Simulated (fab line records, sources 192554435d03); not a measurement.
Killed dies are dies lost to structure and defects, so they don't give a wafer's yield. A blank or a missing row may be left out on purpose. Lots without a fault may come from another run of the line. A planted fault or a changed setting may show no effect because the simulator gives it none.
Chamber matching | flow n5_finfet | N5_BEOL_M11_DEP_56 on pecvd-03: 3 sister chambers
The step deposits SiCN from 3MS/NH3, target thk 30 nm, time 10.5 s. 18 wafers are shown with their chamber, then 9 later ones without.

WAFERS WITH THEIR CHAMBER
wafer  | chamber | throttle_valve_pct (%) | showerhead_plenum_p_Torr (Torr) | showerhead_vpp_V (V)
L078.1 | 2       | 16.4                   | 4.171                           | 1688
L078.4 | 0       | 18.7                   | 4.171                           | 1682
L078.6 | 1       | 17.4                   | 4.150                           | 1626
L079.1 | 0       | 19.0                   | 4.160                           | 1662
L079.5 | 2       | 16.6                   | 4.149                           | 1676
L079.6 | 1       | 17.7                   | 4.131                           | 1658
L087.3 | 0       | 19.0                   | 4.165                           | 1720
L087.4 | 1       | 17.5                   | 4.144                           | 1708
L087.6 | 0       | 19.1                   | 4.176                           | 1689
L086.4 | 1       | 17.7                   | 4.150                           | 1677
L086.5 | 0       | 19.0                   | 4.174                           | 1667
L086.6 | 2       | 16.6                   | 4.156                           | 1669
L091.1 | 1       | 17.5                   | 4.147                           | 1671
L091.2 | 0       | 19.2                   | 4.168                           | 1702
L091.3 | 2       | 16.7                   | 4.146                           | 1705
L090.1 | 0       | 19.4                   | 4.165                           | 1683
L090.3 | 2       | 16.5                   | 4.166                           | 1685
L090.6 | 0       | 19.1                   | 4.166                           | 1699

SIGNATURES (means of the wafers above)
reading                  | chamber 0 | chamber 1 | chamber 2 | scatter within a chamber
throttle_valve_pct       | 19.062    | 17.560    | 16.560    | 0.164
showerhead_plenum_p_Torr | 4.16812   | 4.14440   | 4.15760   | 0.00777
showerhead_vpp_V         | 1688.00   | 1668.00   | 1684.60   | 21.3
Rule: a wafer's distance from a chamber is the root of the sum, over the readings, of the square of ((its reading less the chamber's mean) divided by the reading's scatter). The wafer belongs to the nearest chamber; if the next one is less than 2 further off, it can't be placed. The scatter: the root of (the sum of the squares of (reading less its chamber's mean) over the shown wafers, divided by (wafers less chambers)).

WAFERS WITHOUT THEIR CHAMBER
wafer  | throttle_valve_pct (%) | showerhead_plenum_p_Torr (Torr) | showerhead_vpp_V (V)
L093.1 | 16.5                   | 4.152                           | 1656
L093.2 | 17.7                   | 4.143                           | 1649
L093.4 | 19.3                   | 4.169                           | 1665
L095.2 | 16.5                   | 4.147                           | 1695
L095.4 | 17.5                   | 4.146                           | 1679
L095.6 | 19.3                   | 4.172                           | 1698
L097.1 | 19.0                   | 4.167                           | 1691
L097.2 | 17.6                   | 4.138                           | 1693
L097.5 | 19.3                   | 4.165                           | 1694

WHICH CHAMBER EACH WENT THROUGH
wafer  | from the rows above | in truth
L093.1 | 2                   | 2
L093.2 | 1                   | 1
L093.4 | 0                   | 0
L095.2 | 2                   | 2
L095.4 | 1                   | 1
L095.6 | 0                   | 0
L097.1 | 0                   | 0
L097.2 | 1                   | 1
L097.5 | 0                   | 0
Placed correctly: 9 of 9. Can't be placed from these rows: 0. Placed wrongly: 0.
